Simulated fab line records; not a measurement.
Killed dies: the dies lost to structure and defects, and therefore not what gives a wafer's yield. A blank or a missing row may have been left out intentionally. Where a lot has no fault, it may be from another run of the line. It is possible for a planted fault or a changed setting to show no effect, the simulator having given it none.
Split-lot experiment | flow n5-finfet | on a route of 1938 steps: 7 lots, 39 wafers read

## ABOUT THE SPLIT
At N5_BEOL_M10_VIA_ETCH_34 (etches SiCOH lowk in C4F6/O2, target depth 184.5 nm, time 69.2 s), the setting time-s was moved away from the recipe's 69.2 s on 9 of the 39 wafers read, by -36.1% to +18.9%. All remaining wafers had this setting at the recipe value.

The reading is taken at the split's own step.

## THE READING
SOC_of_BEOL_M10_COAT_63.thk-nm (the simulator's own value, which no gauge read), in nm, at N5_BEOL_M10_VIA_ETCH_34 (etches SiCOH lowk in C4F6/O2, target depth 184.5 nm, time 69.2 s). There is no usual value for it anywhere in the file. The 30 wafers here that ran the recipe average 92.1 nm, standard deviation 0.43 nm.

wafer  | tool, chamber at the split | time-s as run, s | against the recipe | SOC_of_BEOL_M10_COAT_63.thk-nm, nm | against lot-mates on the recipe
L074.1 | rie-diel-04, 1             | 44.21            | -36.1%             | 94.6                               | +2.9
L074.2 | rie-diel-04, 0             | 44.21            | -36.1%             | 95                                 | +3.3
L074.3 | rie-diel-04, 3             | 44.21            | -36.1%             | 94.8                               | +3.1
L074.4 | rie-diel-04, 3             | 69.2             | recipe             | 92                                 | -
L074.5 | rie-diel-04, 1             | 69.2             | recipe             | 91.4                               | -
L074.6 | rie-diel-04, 0             | 69.2             | recipe             | 91.8                               | -
L082.1 | rie-diel-05, 0             | 69.2             | recipe             | 92.2                               | -
L082.2 | rie-diel-05, 2             | 69.2             | recipe             | 92.4                               | -
L082.3 | rie-diel-05, 1             | 69.2             | recipe             | 92                                 | -
L082.4 | rie-diel-05, 3             | 69.2             | recipe             | 92.4                               | -
L082.5 | rie-diel-05, 0             | 69.2             | recipe             | 92.4                               | -
L082.6 | rie-diel-05, 3             | 69.2             | recipe             | 92                                 | -
L085.1 | rie-diel-05, 3             | 69.2             | recipe             | 91.8                               | -
L085.2 | rie-diel-05, 1             | 69.2             | recipe             | 91.6                               | -
L085.3 | rie-diel-05, 2             | 69.2             | recipe             | 91.8                               | -
L085.4 | rie-diel-05, 0             | 69.2             | recipe             | 91.8                               | -
L085.5 | rie-diel-05, 3             | 69.2             | recipe             | 92                                 | -
L085.6 | rie-diel-05, 2             | 69.2             | recipe             | 91.6                               | -
L091.1 | rie-diel-05, 2             | 69.2             | recipe             | 91.8                               | -
L091.2 | rie-diel-05, 3             | 45.17            | -34.7%             | 94.8                               | +2.9
L091.3 | rie-diel-05, 1             | 45.17            | -34.7%             | 95                                 | +3.1
L091.4 | rie-diel-05, 0             | 69.2             | recipe             | 92.2                               | -
L091.5 | rie-diel-05, 0             | 45.17            | -34.7%             | 95                                 | +3.1
L091.6 | rie-diel-05, 1             | 69.2             | recipe             | 91.6                               | -
L090.1 | rie-diel-02, 2             | 69.2             | recipe             | 92.2                               | -
L090.2 | rie-diel-02, 1             | 69.2             | recipe             | 92.4                               | -
L090.3 | rie-diel-02, 0             | 82.28            | +18.9%             | 90.8                               | -1.5
L090.4 | rie-diel-02, 3             | 82.28            | +18.9%             | 90.8                               | -1.5
L090.5 | rie-diel-02, 1             | 69.2             | recipe             | 92.4                               | -
L090.6 | rie-diel-02, 0             | 82.28            | +18.9%             | 91.4                               | -0.9
L092.1 | rie-diel-02, 0             | 69.2             | recipe             | 92.8                               | -
L092.2 | rie-diel-02, 3             | 69.2             | recipe             | 92.6                               | -
L092.3 | rie-diel-02, 2             | 69.2             | recipe             | 93.4                               | -
L092.4 | rie-diel-02, 1             | 69.2             | recipe             | 92.4                               | -
L092.5 | rie-diel-02, 2             | 69.2             | recipe             | 92.6                               | -
L092.6 | rie-diel-02, 1             | 69.2             | recipe             | 92.8                               | -
L096.2 | rie-diel-04, 2             | 69.2             | recipe             | 92                                 | -
L096.3 | rie-diel-04, 0             | 69.2             | recipe             | 92                                 | -
L096.5 | rie-diel-04, 2             | 69.2             | recipe             | 92                                 | -

FIT RESULTS
A straight line over all 39 wafers: SOC_of_BEOL_M10_COAT_63.thk-nm changes by -0.0741 nm for each +1% of time-s; r = -0.94; the points scatter about the line by 0.4 nm.
The same after taking each lot's own level away (the mean of its wafers on the recipe; 39 wafers): -0.0839 nm for each +1%; r = -0.98; scatter 0.22 nm.
On that fit, the largest move of time-s shifts the reading by 3 nm.
Measured against the standard deviation above, the lots' own levels, which go from 91.73 to 92.77 nm, span 2.4 times it.
Thus the slope moves with the lot-to-lot level: the two fits are different.
Check: +3.1 nm against its lot-mates is what the line predicts for one of the wafers moved furthest among these (-36.1%) when that wafer is left out of the fit. It came out at +2.87 nm against them.

## THESE WAFERS: OTHER SPLITS
Note: prior to the reading, these wafers also went through further splits. Each is held against what the fit with the lots' levels taken away leaves over:
other split on the same wafers                 | wafers away from the commonest value | r with SOC_of_BEOL_M10_COAT_63.thk-nm (lot level and that fit taken away)
N5_FIN_SAQP_ETCH_65 time-s                     | 18                                   | -0.18
N5_SD_EPI_N_EPI_21 epi-growth-time-s           | 12                                   | +0.12
N5_HKMG_FIN_PWFM_ALD_03 ald-cycles             | 9                                    | -0.25
N5_MOL_CONTACT_COAG_VIA_ETCH_46 target-depth-a | 15                                   | +0.04
N5_BEOL_M7_VIA_ETCH_34 time-s                  | 15                                   | -0.18

## THE WHOLE CHAIN: every reading that the file lists as answering this split, in the file's order
step                    | what it does                                                     | reading                                                                         | change (the file's fit)                | r (the file's)
N5_BEOL_M10_VIA_ETCH_34 | etches SiCOH lowk in C4F6/O2, target depth 184.5 nm, time 69.2 s | etch.depth-nm (the simulator's own value, which no gauge read)                  | +1.85 nm for each +1% of the setting   | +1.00
N5_BEOL_M10_VIA_ETCH_34 | etches SiCOH lowk in C4F6/O2, target depth 184.5 nm, time 69.2 s | SOC_of_BEOL_M10_COAT_63.thk-nm (the simulator's own value, which no gauge read) | -0.0846 nm for each +1% of the setting | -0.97

## FILE'S OWN FIT
SOC_of_BEOL_M10_COAT_63.thk-nm changes by -0.0846 nm for each +1% of time-s, r = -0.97.
